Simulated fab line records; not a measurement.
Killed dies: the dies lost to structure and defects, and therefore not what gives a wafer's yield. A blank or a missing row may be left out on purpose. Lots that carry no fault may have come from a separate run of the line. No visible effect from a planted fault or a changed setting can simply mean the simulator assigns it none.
The same fault as seen by 2 desks + flow n5 finfet + every desk sees just its own numbers, and what lay behind them comes last

THE DEFECT DESK
Inspection counts along the route, by lot: the mean over sampled wafers that carry a number. Any lot whose mean is over 4 standard deviations away from the usual mean is out of limits and marked OUT; that distance is given in the brackets.
Columns: A = raw defect count at N5_BEOL_M14_INSPECT_30, usual 1.9
| lot  | first seen here | A   |
|------|-----------------|-----|
| L942 | day 12 17:52    | 4.3 |
| L944 | day 14 10:02    | 1.7 |
| L946 | day 15 03:22    | 1.0 |
| L948 | day 15 08:16    | 2.7 |
| L949 | day 15 14:07    | 1.7 |
| L951 | day 15 15:08    | 3.0 |
| L950 | day 15 22:39    | 1.7 |
| L952 | day 16 01:06    | 1.7 |
| L953 | day 16 18:11    | 3.3 |
| L965 | day 19 00:59    | 1.3 |
| L947 | day 19 05:38    | 1.0 |
| L963 | day 20 00:47    | 2.0 |
Result from this desk: across the 12 lots, nothing is out of limits.

FOR THE TOOL OWNER'S DESK: pvd sputter-03
The tool's own readings at N5_BEOL_M14_SPUTTER_43 (material TaN, target thk 15 nm, time 24.19 s): means of the sampled wafers that have a number, for each lot that ran on this tool. Any lot whose mean is over 4 standard deviations away from the usual mean is out of limits and marked OUT; that distance is given in the brackets.
Columns: A = cathode dc power W at N5_BEOL_M14_SPUTTER_43, usual 15000 W; B = throttle valve pct at N5_BEOL_M14_SPUTTER_43, usual 29.9 %
| lot  | first seen here | A                       | B    |
|------|-----------------|-------------------------|------|
| L948 | day 15 11:55    | 14999                   | 30.9 |
| L949 | day 15 15:43    | 15000                   | 29.7 |
| L951 | day 15 18:11    | 15875 (+99 or more) OUT | 31.0 |
| L952 | day 16 11:30    | 15871 (+99 or more) OUT | 30.0 |
| L965 | day 19 02:22    | 15001                   | 30.4 |
| L947 | day 19 07:27    | 15003                   | 30.2 |
This desk finds L951, L952 out of limits, L951 being first, at day 15 18:11 (cathode dc power W at N5_BEOL_M14_SPUTTER_43). Within limits: L948, L949, L965, L947.

TAKEN TOGETHER
On L951, L952, at day 15 18:11, an alarm was possible from the tool owner's desk.
Nothing out of limits was seen by the defect desk.
The defect desk has L951, L952 on record, within its limits.
N5_BEOL_M14_SPUTTER_43 was run on pvd sputter-03 by each of the lots named.

WHAT THE SIMULATOR PUT IN
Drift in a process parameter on pvd sputter-03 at N5_BEOL_M14_SPUTTER_43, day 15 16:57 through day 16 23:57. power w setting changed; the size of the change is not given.
Shown lots that were struck: L951, L952.
Each desk's first reading out of limits, in hours after the fault started: the tool owner's desk, 1.
